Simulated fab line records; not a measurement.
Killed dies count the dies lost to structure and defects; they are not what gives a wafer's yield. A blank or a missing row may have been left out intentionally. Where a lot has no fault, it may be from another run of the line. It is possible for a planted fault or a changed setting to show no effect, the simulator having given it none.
Which tool is to blame? | flow nandHarc | Sampling: 12 lots, 36 wafers, 5 of 1159 route steps

WHAT EACH GAUGE READ, for each wafer
NHARC_END_SORT_01.
lot  | measured     | on        | defectLimitedYield (%) | killedAtArray | killedAtOther | killedAtPeriphery | killedDies | killedOpen | killedShort | sort_bin_2_pct (%) | sort_bin_3_pct (%) | sort_bin_4_pct (%) | sortNPass   | sortRimYieldPct (%) | sortYieldPct (%)
L765 | day 19 12:09 | prober-01 | 94.2 95.6 95.3         | 32 24 25      | 0 1 0         | 7 5 7             | 39 30 32   | 5 3 6      | 3 2 2       | 1.8 1.2 1.2        | 0.30 0.15 0.44     | 3.7 3.1 3.1        | 638 647 645 | 91 89 93            | 94.2 95.6 95.3
L766 | day 19 19:53 | prober-01 | 97.2 96.9 96.2         | 13 15 17      | 1 1 3         | 5 5 6             | 19 21 26   | 4 2 6      | 1 1 3       | 0.6 1.3 1.5        | 0 0.15 0.15        | 2.2 1.6 2.2        | 658 656 651 | 96 92 90            | 97.2 96.9 96.2
L767 | day 19 19:57 | prober-02 | 96.0 95.4 96.5         | 23 25 24      | 0 0 0         | 4 6 0             | 27 31 24   | 2 3 2      | 1 4 1       | 1.2 1.8 1.0        | 0.30 0.15 0        | 2.5 2.7 2.5        | 650 646 653 | 97 97 99            | 96.0 95.4 96.5
L768 | day 20 03:46 | prober-02 | 95.1 95.0 95.4         | 31 30 28      | 1 2 0         | 1 2 3             | 33 34 31   | 4 3 0      | 3 0 0       | 1.3 1.6 1.0        | 0.44 0.74 0.15     | 3.1 2.7 3.4        | 644 643 646 | 94 94 94            | 95.1 95.0 95.4
L769 | day 20 12:20 | prober-01 | 97.5 98.4 96.5         | 12 7 17       | 0 1 0         | 5 3 7             | 17 11 24   | 6 2 6      | 2 2 4       | 1.0 0.3 1.0        | 0 0 0.15           | 1.5 1.3 2.4        | 660 666 653 | 97 100 92           | 97.5 98.4 96.5
L770 | day 20 23:23 | prober-01 | 94.2 95.3 93.8         | 37 27 38      | 0 2 0         | 2 3 4             | 39 32 42   | 3 3 6      | 3 1 2       | 1.3 1.2 2.4        | 0.59 0.30 0.44     | 3.8 3.2 3.4        | 638 645 635 | 92 94 93            | 94.2 95.3 93.8
L771 | day 20 21:44 | prober-02 | 97.0 95.6 96.3         | 16 26 20      | 0 0 2         | 4 4 3             | 20 30 25   | 3 5 3      | 0 1 1       | 0.6 1.3 1.8        | 0.15 0.44 0.30     | 2.2 2.7 1.6        | 657 647 652 | 95 91 92            | 97.0 95.6 96.3
L772 | day 21 06:08 | prober-01 | 0 0 94.7               | 674 671 32    | 0 0 0         | 3 6 4             | 677 677 36 | 4 4 1      | 0 3 5       | 95.1 96.0 1.0      | 0.30 0.30 0.15     | 4.6 3.7 4.1        | 0 0 641     | 0 0 96              | 0 0 94.7
L775 | day 22 18:03 | prober-01 | 0 92.9 94.2            | 676 42 36     | 0 1 0         | 1 5 3             | 677 48 39  | 4 3 3      | 1 2 1       | 95.6 1.3 1.9       | 0.44 0.15 0.59     | 4.0 5.6 3.2        | 0 629 638   | 0 94 92             | 0 92.9 94.2
L785 | day 24 08:54 | prober-02 | 94.7 94.4 93.8         | 33 33 38      | 1 4 2         | 2 1 2             | 36 38 42   | 4 1 3      | 3 2 2       | 1.0 1.8 2.1        | 0.15 0 0.44        | 4.1 3.8 3.7        | 641 639 635 | 97 99 97            | 94.7 94.4 93.8
L783 | day 24 17:32 | prober-01 | 95.9 95.6 95.3         | 25 30 28      | 1 0 1         | 2 0 3             | 28 30 32   | 2 5 1      | 1 3 2       | 1.5 1.2 1.6        | 0 0.30 0           | 2.7 3.0 3.1        | 649 647 645 | 91 97 89            | 95.9 95.6 95.3
L787 | day 24 23:13 | prober-02 | 94.1 94.8 95.3         | 38 31 28      | 0 0 0         | 2 4 4             | 40 35 32   | 3 5 4      | 2 2 2       | 2.1 1.6 1.3        | 0.89 0.15 0        | 3.0 3.4 3.4        | 637 642 645 | 86 88 90            | 94.1 94.8 95.3

EACH LOT AND THE TOOL THAT RAN IT (in order: tool; ch and the chambers of the sampled wafers; start)
lot  | NHARC_A_M0_PVD_21           | NHARC_THIN_TSV_PRE_CLEAN_50            | NHARC_THIN_TSV_DEGAS_53     | NHARC_THIN_TSV_DESCUM_35
L765 | pvdSputter-03, day 17 16:26 | pvdSputter-01, day 18 22:04 or earlier | pvdSputter-02, day 18 22:04 | rieDiel-03 ch 1,3, day 18 23:22
L766 | pvdSputter-03, day 17 19:47 | pvdSputter-02, day 19 02:30 or earlier | pvdSputter-03, day 19 02:30 | rieDiel-03 ch 1,3, day 19 03:41
L767 | pvdSputter-01, day 17 21:25 | pvdSputter-02, day 19 03:32 or earlier | pvdSputter-02, day 19 03:32 | rieDiel-12 ch 2,3, day 19 04:52
L768 | pvdSputter-03, day 18 07:44 | pvdSputter-01, day 19 15:03 or earlier | pvdSputter-02, day 19 15:03 | rieDiel-12 ch 0,1,2, day 19 16:22
L769 | pvdSputter-02, day 18 10:57 | pvdSputter-02, day 19 13:51 or earlier | pvdSputter-03, day 19 13:51 | rieDiel-10 ch 0,1,3, day 19 15:13
L770 | pvdSputter-03, day 19 05:07 | pvdSputter-02, day 20 13:16 or earlier | pvdSputter-01, day 20 13:16 | rieDiel-10 ch 0,2,3, day 20 14:35
L771 | pvdSputter-03, day 19 06:07 | pvdSputter-01, day 20 11:41 or earlier | pvdSputter-02, day 20 11:41 | rieDiel-10 ch 0,3, day 20 13:00
L772 | pvdSputter-03, day 19 15:43 | pvdSputter-01, day 20 21:31 or earlier | pvdSputter-03, day 20 21:31 | rieDiel-12 ch 2, day 20 22:43
L775 | pvdSputter-03, day 20 20:05 | pvdSputter-02, day 22 07:56 or earlier | pvdSputter-03, day 22 07:56 | rieDiel-12 ch 0,2, day 22 09:15
L785 | pvdSputter-02, day 22 19:30 | pvdSputter-02, day 23 22:47 or earlier | pvdSputter-01, day 23 22:47 | rieDiel-10 ch 0,1,2, day 24 00:07
L783 | pvdSputter-02, day 23 02:09 | pvdSputter-01, day 24 06:09 or earlier | pvdSputter-01, day 24 06:09 | rieDiel-03 ch 0,3, day 24 07:28
L787 | pvdSputter-02, day 23 07:22 | pvdSputter-03, day 24 14:35 or earlier | pvdSputter-02, day 24 14:35 | rieDiel-10 ch 1,2,3, day 24 15:53
- NHARC_A_M0_PVD_21: deposits Cu, target thk 30 nm, time 20.49 s.
- NHARC_THIN_TSV_PRE_CLEAN_50: time 30 s.
- NHARC_THIN_TSV_DEGAS_53: time 60 s.
- NHARC_THIN_TSV_DESCUM_35: chemistry O2, time 3 s.

WHAT THE TOOLS THEMSELVES READ (means of the sampled wafers that have a number; where no wafer has one, the mark that the record gives instead)
NHARC_A_M0_PVD_21.
lot  | tool          | throttleValvePct (%)
L765 | pvdSputter-03 | 30.9
L766 | pvdSputter-03 | 30.5
L767 | pvdSputter-01 | 30.5
L768 | pvdSputter-03 | 30.7
L769 | pvdSputter-02 | 30.3
L770 | pvdSputter-03 | 30.5
L771 | pvdSputter-03 | 30.7
L772 | pvdSputter-03 | 30.4
L775 | pvdSputter-03 | 29.8
L785 | pvdSputter-02 | 30.8
L783 | pvdSputter-02 | 29.9
L787 | pvdSputter-02 | 31.9

NHARC_THIN_TSV_PRE_CLEAN_50.
lot  | tool          | heaterPowerW (W)
L765 | pvdSputter-01 | 412
L766 | pvdSputter-02 | 476
L767 | pvdSputter-02 | 488
L768 | pvdSputter-01 | 403
L769 | pvdSputter-02 | 447
L770 | pvdSputter-02 | 462
L771 | pvdSputter-01 | 398
L772 | pvdSputter-01 | 460
L775 | pvdSputter-02 | 478
L785 | pvdSputter-02 | 426
L783 | pvdSputter-01 | 426
L787 | pvdSputter-03 | 390

NHARC_THIN_TSV_DEGAS_53.
lot  | tool          | heaterPowerW (W)
L765 | pvdSputter-02 | 572
L766 | pvdSputter-03 | 436
L767 | pvdSputter-02 | 493
L768 | pvdSputter-02 | 484
L769 | pvdSputter-03 | 449
L770 | pvdSputter-01 | 427
L771 | pvdSputter-02 | 522
L772 | pvdSputter-03 | 394
L775 | pvdSputter-03 | 378
L785 | pvdSputter-01 | 459
L783 | pvdSputter-01 | 436
L787 | pvdSputter-02 | 524

NHARC_THIN_TSV_DESCUM_35.
lot  | tool       | drypumpMotorCurrentA (A) | oesProductAu (a.u.) | rfVppV (V) | showerheadPlenumPTorr (Torr) | throttleValvePct (%)
L765 | rieDiel-03 | 5.4                      | 1.002               | 57.8       | 1.97                         | 11.312
L766 | rieDiel-03 | 5.3                      | 0.993               | 57.4       | 1.97                         | 11.319
L767 | rieDiel-12 | 5.8                      | 0.993               | 58.1       | 1.88                         | 11.322
L768 | rieDiel-12 | 6.0                      | 0.997               | 57.6       | 1.88                         | 11.306
L769 | rieDiel-10 | 5.7                      | 0.998               | 58.1       | 1.93                         | 11.314
L770 | rieDiel-10 | 6.0                      | 1.005               | 58.4       | 2.02                         | 11.304
L771 | rieDiel-10 | 5.6                      | 1.002               | 59.0       | 1.99                         | 11.319
L772 | rieDiel-12 | 5.8                      | 1.015               | 57.4       | 1.83                         | 11.304
L775 | rieDiel-12 | 6.2                      | 0.990               | 56.4       | 1.83                         | 11.314
L785 | rieDiel-10 | 6.0                      | 1.005               | 58.0       | 1.96                         | 11.304
L783 | rieDiel-03 | 5.3                      | 1.000               | 58.3       | 1.92                         | 11.307
L787 | rieDiel-10 | 5.7                      | 1.005               | 58.0       | 1.92                         | 11.298

THE ANSWER, worked out from the rows above alone
Rule: the lots themselves supply what counts as usual. Put in order of their means at a reading, lots are off if they are a third of the lots or fewer, leave a main group of 4 or more, and stand apart from it by a gap of 3 or more times the standard deviation of the main group's means; of several such gaps the widest counts. If all means in a main group match to the digits the tables above print for the reading, that group is not used. Also off: a lot with no number at a reading for which 4 or more lots have one. All remaining lots with rows at the step are treated as sound. After the gauges, taken in route order, come the tools' own readings; for these a lot's mean is taken, as printed above. At the first step where some lot is off, the reading lying furthest off is the one used; lots without a number count as furthest.
Off at NHARC_END_SORT_01 (sort_bin_2_pct): L772, L775. For the main group the mean is 1.4 % and the standard deviation 0.26.
A tool fits if, at a process step before that reading, it ran every lot that is off, and no sound lot after the first of them. Those tools and the gauges at NHARC_END_SORT_01 are tried in the same way. NHARC_THIN_TSV_PRE_CLEAN_50: start missing for some lots; hours and lot order therefore follow NHARC_THIN_TSV_DEGAS_53. Undecided on this evidence; 2 tools fit (pvdSputter-03 at NHARC_A_M0_PVD_21 and NHARC_THIN_TSV_DEGAS_53, rieDiel-12 at NHARC_THIN_TSV_DESCUM_35).

WHAT HAD BEEN PUT IN BY THE SIMULATOR
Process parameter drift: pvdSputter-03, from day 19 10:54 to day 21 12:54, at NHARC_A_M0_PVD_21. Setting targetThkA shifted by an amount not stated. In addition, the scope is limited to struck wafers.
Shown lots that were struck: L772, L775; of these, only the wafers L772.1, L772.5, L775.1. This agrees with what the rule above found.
